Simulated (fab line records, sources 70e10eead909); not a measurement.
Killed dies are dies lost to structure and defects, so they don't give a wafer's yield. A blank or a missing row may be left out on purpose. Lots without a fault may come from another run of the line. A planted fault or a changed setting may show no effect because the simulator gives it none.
Which tool did it? | flow nand_harc | 11 lots, 33 wafers sampled, at 5 steps of a route of 1159

WHAT THE GAUGES READ, wafer by wafer
NHARC_END_SORT_01. Usual: killed_at_array 27, standard deviation 11; killed_at_other 0.7, standard deviation 1.1; killed_at_periphery 3.6, standard deviation 2.4; killed_dies 32, standard deviation 11; killed_open 3.3, standard deviation 1.8; killed_short 2.1, standard deviation 1.5.
lot  | measured     | on        | killed_at_array | killed_at_other | killed_at_periphery | killed_dies | killed_open | killed_short | flag
L338 | day 21 16:02 | prober-01 | 671 671 673     | 1 1 0           | 5 5 4               | 677 677 677 | 2 5 3       | 2 2 4        | OFF
L336 | day 22 05:55 | prober-02 | 677 672 671     | 0 1 3           | 0 4 3               | 677 677 677 | 3 7 5       | 3 2 3        | OFF
L337 | day 21 14:20 | prober-02 | 673 669 671     | 0 1 0           | 4 7 6               | 677 677 677 | 1 3 3       | 2 2 4        | OFF

WHICH TOOL RAN EACH LOT (tool, then ch and the chambers of the sampled wafers, then the start)
lot  | NHARC_A_STAIRCASE_ETCH_453         | NHARC_A_STAIRCASE_ETCH_315                    | NHARC_A_STAIRCASE_ETCHBACK_416                | NHARC_A_STAIRCASE_STRIP_476
L331 | rie_diel-05 ch 0,2,3, day 12 03:44 | rie_diel-05 ch 0,2,3, day 12 07:19 or earlier | rie_diel-13 ch 0,2,3, day 12 07:19 or earlier | rie_diel-13 ch 0,2,3, day 12 07:19
L333 | rie_diel-05 ch 0,1, day 12 13:37   | rie_diel-05 ch 0,2,3, day 12 18:59 or earlier | rie_diel-05 ch 1,2,3, day 12 18:59 or earlier | rie_diel-05 ch 0,2,3, day 12 18:59
L335 | rie_diel-05 ch 0,1, day 12 20:08   | rie_diel-05 ch 0,1,2, day 12 23:46 or earlier | rie_diel-05 ch 0,2,3, day 12 23:46 or earlier | rie_diel-05 ch 0,1,2, day 12 23:46
L338 | rie_diel-13 ch 1,2,3, day 14 02:01 | rie_diel-13 ch 1,3, day 14 05:31 or earlier   | rie_diel-08 ch 0,1,2, day 14 05:31 or earlier | rie_diel-08 ch 0,2,3, day 14 05:31
L336 | rie_diel-05 ch 0,2,3, day 14 02:27 | rie_diel-05 ch 0,1,2, day 14 05:56 or earlier | rie_diel-08 ch 1,2,3, day 14 05:56 or earlier | rie_diel-08 ch 0,2,3, day 14 05:56
L337 | rie_diel-05 ch 0,3, day 14 04:10   | rie_diel-05 ch 1,2, day 14 09:01 or earlier   | rie_diel-05 ch 2,3, day 14 09:01              | rie_diel-05 ch 0,2,3, day 14 09:06
L347 | rie_diel-05 ch 0,1, day 16 01:34   | rie_diel-05 ch 0,2, day 16 07:16 or earlier   | rie_diel-13 ch 1,2,3, day 16 07:16 or earlier | rie_diel-13 ch 1,3, day 16 07:16
L348 | rie_diel-05 ch 0,2, day 16 07:38   | rie_diel-05 ch 0,1,2, day 16 11:26 or earlier | rie_diel-05 ch 0,1, day 16 11:26 or earlier   | rie_diel-05 ch 1,2, day 16 11:26
L350 | rie_diel-05 ch 0,1,3, day 16 12:30 | rie_diel-05 ch 1,2, day 16 16:17 or earlier   | rie_diel-13 ch 1,2,3, day 16 16:17 or earlier | rie_diel-13 ch 0,1, day 16 16:17
L349 | rie_diel-08 ch 0,2, day 16 18:01   | rie_diel-08 ch 0,1,2, day 16 21:38 or earlier | rie_diel-13 ch 0,3, day 16 21:38 or earlier   | rie_diel-13 ch 0,1,2, day 16 21:38
L351 | rie_diel-05 ch 1,3, day 17 11:15   | rie_diel-05 ch 0,1,3, day 17 14:44 or earlier | rie_diel-13 ch 1,3, day 17 14:44 or earlier   | rie_diel-13 ch 0,1, day 17 14:44
- NHARC_A_STAIRCASE_ETCH_453: etches the open film in CF4/O2, target depth 30 nm, overetch 3 nm, time 16.5 s.
- NHARC_A_STAIRCASE_ETCH_315: etches the open film in C4F8/O2/Ar, target depth 2500 nm, time 607.1 s.
- NHARC_A_STAIRCASE_ETCHBACK_416: etches the open film in C4F8/O2/Ar, target depth 36 nm, time 7.2 s.
- NHARC_A_STAIRCASE_STRIP_476: strips in O2, time 20 s.

WHAT THE TOOLS THEMSELVES READ (means of the sampled wafers that have a number; where no wafer has one, the mark that the record gives instead)
NHARC_A_STAIRCASE_ETCH_453. Usual: bias_w 100.0 W, standard deviation 0.31; cf4_flow_sccm 79.99 sccm, standard deviation 0.25; drypump_motor_current_A 5.7 A, standard deviation 0.49; oes_product_au 1.001 a.u., standard deviation 0.013; rf_fwd_power_W 294.7 W, standard deviation 1.7; rf_vpp_V 197.0 V, standard deviation 1.5; showerhead_plenum_p_Torr 1.30 Torr, standard deviation 0.057; throttle_valve_pct 13.397 %, standard deviation 0.01.
lot  | tool        | bias_w (W) | cf4_flow_sccm (sccm) | drypump_motor_current_A (A) | oes_product_au (a.u.) | rf_fwd_power_W (W) | rf_vpp_V (V) | showerhead_plenum_p_Torr (Torr) | throttle_valve_pct (%) | flag
L331 | rie_diel-05 | 100.0      | 79.82                | 5.8                         | 1.003                 | 293.7              | 197.2        | 1.29                            | 13.407                 |
L333 | rie_diel-05 | 99.9       | 79.69                | 5.7                         | 0.992                 | 295.7              | 197.4        | 1.32                            | 13.405                 |
L335 | rie_diel-05 | 99.9       | 80.07                | 6.1                         | 1.007                 | 295.0              | 198.3        | 1.37                            | 13.387                 |
L338 | rie_diel-13 | -          | -                    | -                           | -                     | -                  | -            | -                               | -                      | OFF
L336 | rie_diel-05 | -          | -                    | -                           | -                     | -                  | -            | -                               | -                      | OFF
L337 | rie_diel-05 | -          | -                    | -                           | -                     | -                  | -            | -                               | -                      | OFF
L347 | rie_diel-05 | 100.3      | 79.71                | 5.8                         | 1.004                 | 296.2              | 197.0        | 1.31                            | 13.404                 |
L348 | rie_diel-05 | 100.2      | 79.71                | 5.6                         | 0.998                 | 295.5              | 196.6        | 1.28                            | 13.393                 |
L350 | rie_diel-05 | 100.2      | 80.11                | 5.9                         | 1.004                 | 293.7              | 197.4        | 1.32                            | 13.396                 |
L349 | rie_diel-08 | 100.2      | 80.04                | 5.1                         | 0.985                 | 293.4              | 196.8        | 1.26                            | 13.406                 |
L351 | rie_diel-05 | 100.2      | 79.93                | 6.0                         | 0.992                 | 293.1              | 197.9        | 1.32                            | 13.407                 |

NHARC_A_STAIRCASE_ETCH_315. Usual: bias_w 3000 W, standard deviation 9.1; chamber_pressure_mTorr 25.001 mTorr, standard deviation 0.024; oes_product_au 0.932 a.u., standard deviation 0.014; rf_fwd_power_W 599.1 W, standard deviation 1.9; rf_vpp_V 1820 V, standard deviation 10.
lot  | tool        | bias_w (W) | chamber_pressure_mTorr (mTorr) | oes_product_au (a.u.) | rf_fwd_power_W (W) | rf_vpp_V (V) | flag
L331 | rie_diel-05 | 3006       | 24.977                         | 0.947                 | 601.9              | 1819         |
L333 | rie_diel-05 | 2988       | 25.012                         | 0.927                 | 599.5              | 1819         |
L335 | rie_diel-05 | 3000       | 25.006                         | 0.923                 | 600.2              | 1825         |
L338 | rie_diel-13 | 3002       | 25.021                         | 0.925                 | 599.1              | 1828         |
L336 | rie_diel-05 | 3004       | 25.013                         | 0.929                 | 600.2              | 1825         |
L337 | rie_diel-05 | 2991       | 25.012                         | 0.930                 | 600.2              | 1833         |
L347 | rie_diel-05 | 3002       | 24.985                         | 0.938                 | 600.4              | 1818         |
L348 | rie_diel-05 | 3001       | 24.973                         | 0.946                 | 596.8              | 1824         |
L350 | rie_diel-05 | 2995       | 25.026                         | 0.941                 | 599.8              | 1826         |
L349 | rie_diel-08 | 3006       | 24.966                         | 0.923                 | 599.8              | 1813         |
L351 | rie_diel-05 | 3003       | 25.004                         | 0.930                 | 596.3              | 1824         |

NHARC_A_STAIRCASE_ETCHBACK_416. Usual: bias_w 800.0 W, standard deviation 2.6; oes_product_au 0.94 a.u., standard deviation 0.032; rf_fwd_power_W 586.8 W, standard deviation 2.6; rf_vpp_V 721 V, standard deviation 4.1.
lot  | tool        | bias_w (W) | oes_product_au (a.u.) | rf_fwd_power_W (W) | rf_vpp_V (V) | flag
L331 | rie_diel-13 | 801.4      | 0.91                  | 586.6              | 723          |
L333 | rie_diel-05 | 803.6      | 0.93                  | 587.1              | 723          |
L335 | rie_diel-05 | 801.0      | 0.92                  | 586.6              | 721          |
L338 | rie_diel-08 | 801.5      | 1.01                  | 587.5              | 718          |
L336 | rie_diel-08 | 795.7      | 1.01                  | 586.1              | 717          |
L337 | rie_diel-05 | 798.5      | 0.93                  | 590.8              | 720          |
L347 | rie_diel-13 | 800.1      | 0.92                  | 586.9              | 723          |
L348 | rie_diel-05 | 799.5      | 0.93                  | 586.6              | 722          |
L350 | rie_diel-13 | 797.0      | 0.91                  | 586.2              | 723          |
L349 | rie_diel-13 | 796.7      | 1.00                  | 587.2              | 721          |
L351 | rie_diel-13 | 797.1      | 0.92                  | 587.0              | 724          |

NHARC_A_STAIRCASE_STRIP_476. Usual: drypump_motor_current_A 5.8 A, standard deviation 0.49; oes_product_au 0.999 a.u., standard deviation 0.013; rf_vpp_V 57.5 V, standard deviation 0.88; showerhead_plenum_p_Torr 3.45 Torr, standard deviation 0.14; throttle_valve_pct 17.038 %, standard deviation 0.0089.
lot  | tool        | drypump_motor_current_A (A) | oes_product_au (a.u.) | rf_vpp_V (V) | showerhead_plenum_p_Torr (Torr) | throttle_valve_pct (%) | flag
L331 | rie_diel-13 | 5.8                         | 0.998                 | 57.8         | 3.53                            | 17.040                 |
L333 | rie_diel-05 | 5.8                         | 0.994                 | 57.4         | 3.42                            | 17.032                 |
L335 | rie_diel-05 | 6.0                         | 1.001                 | 58.3         | 3.51                            | 17.034                 |
L338 | rie_diel-08 | 5.2                         | 0.994                 | 57.3         | 3.34                            | 17.045                 |
L336 | rie_diel-08 | 5.3                         | 1.006                 | 57.3         | 3.34                            | 17.044                 |
L337 | rie_diel-05 | 5.8                         | 1.001                 | 57.8         | 3.41                            | 17.031                 |
L347 | rie_diel-13 | 6.1                         | 0.993                 | 58.5         | 3.65                            | 17.039                 |
L348 | rie_diel-05 | 6.2                         | 1.010                 | 58.1         | 3.52                            | 17.031                 |
L350 | rie_diel-13 | 6.1                         | 0.990                 | 57.9         | 3.37                            | 17.033                 |
L349 | rie_diel-13 | 5.7                         | 0.989                 | 57.6         | 3.40                            | 17.034                 |
L351 | rie_diel-13 | 6.1                         | 0.994                 | 57.9         | 3.36                            | 17.049                 |

THE ANSWER, worked out from the rows above alone
Rule: a lot is off if the mean of its wafers that have a number lies more than 3 standard deviations from the usual mean. A lot without any number at a reading at which 4 lots or more have one is off too. The other lots that the step has rows for count as sound. The gauges are gone through in route order, then the tools' own readings, and for those a lot's mean is taken as printed above. The first step at which some lot is off is used, and at that step the reading that is off furthest; a lot without a number counts as furthest.
Off: L338, L336, L337, at NHARC_END_SORT_01 (killed_at_array). Neither off nor sound, because the step has no rows for them: L331, L333, L335, L347, L348, L350, L349, L351.
A tool fits if, at a process step before that reading, it ran every lot that is off, and no sound lot after the first of them. The gauges at NHARC_END_SORT_01 aren't tried: what is off there is off at NHARC_A_STAIRCASE_ETCH_453 too, on other tools, and a gauge's error can't cause that. NHARC_A_STAIRCASE_ETCH_315 gives no start for some lots, so the hours and the order of its lots are those of NHARC_A_STAIRCASE_STRIP_476. NHARC_A_STAIRCASE_ETCHBACK_416 gives no start for some lots, so the hours and the order of its lots are those of NHARC_A_STAIRCASE_STRIP_476. None of those tried fits.

WHAT THE SIMULATOR HAD PUT IN
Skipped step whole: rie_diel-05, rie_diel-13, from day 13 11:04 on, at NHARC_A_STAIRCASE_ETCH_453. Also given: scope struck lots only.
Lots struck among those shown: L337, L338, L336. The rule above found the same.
